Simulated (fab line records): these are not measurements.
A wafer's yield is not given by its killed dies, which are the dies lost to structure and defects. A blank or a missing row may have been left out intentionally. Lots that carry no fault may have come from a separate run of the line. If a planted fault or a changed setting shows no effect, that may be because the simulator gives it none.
Matching of chambers -- flow n5 finfet -- 3 sister chambers for N5_BEOL_M8_STRIP_36 on rie diel-01
The step strips in N2/H2. 6 wafers are shown with their chamber, then 5 later ones without.

== WAFERS WITH THEIR CHAMBER ==
wafer,chamber,showerhead plenum p Torr (Torr),drypump motor current A (A)
L082.3,2,2.60,5.4
L082.4,1,2.48,6.5
L083.3,2,2.60,5.5
L083.6,0,2.41,6.2
L085.1,1,2.47,6.5
L085.4,0,2.41,6.2

== WAFERS WHOSE CHAMBER IS MISSING ==
wafer,showerhead plenum p Torr (Torr),drypump motor current A (A)
L085.6,2.47,6.4
L086.2,2.47,6.4
L086.4,2.41,6.2
L094.1,2.47,6.5
L094.3,2.59,5.4

== CHAMBER TAKEN BY EACH ==
wafer,from the rows above,in truth
L085.6,1,1
L086.2,1,1
L086.4,0,0
L094.1,1,1
L094.3,2,2
Correct placement for 5 of the 5. From these rows, 0 cannot be placed. Placed wrongly: 0.
How it was worked out, from the rows above alone: a wafer's distance from a chamber is the root of the sum, over the readings, of the square of ((its reading less the chamber's mean) divided by the reading's scatter). If the next closest chamber is less than 2 further off than the closest, the wafer can't be placed; otherwise it belongs to the closest. The mean given for a chamber averages the wafers shown for that chamber. The scatter is the square root of a quotient: the sum, over the shown wafers, of each reading's squared deviation from its chamber's mean, divided by wafers minus chambers.
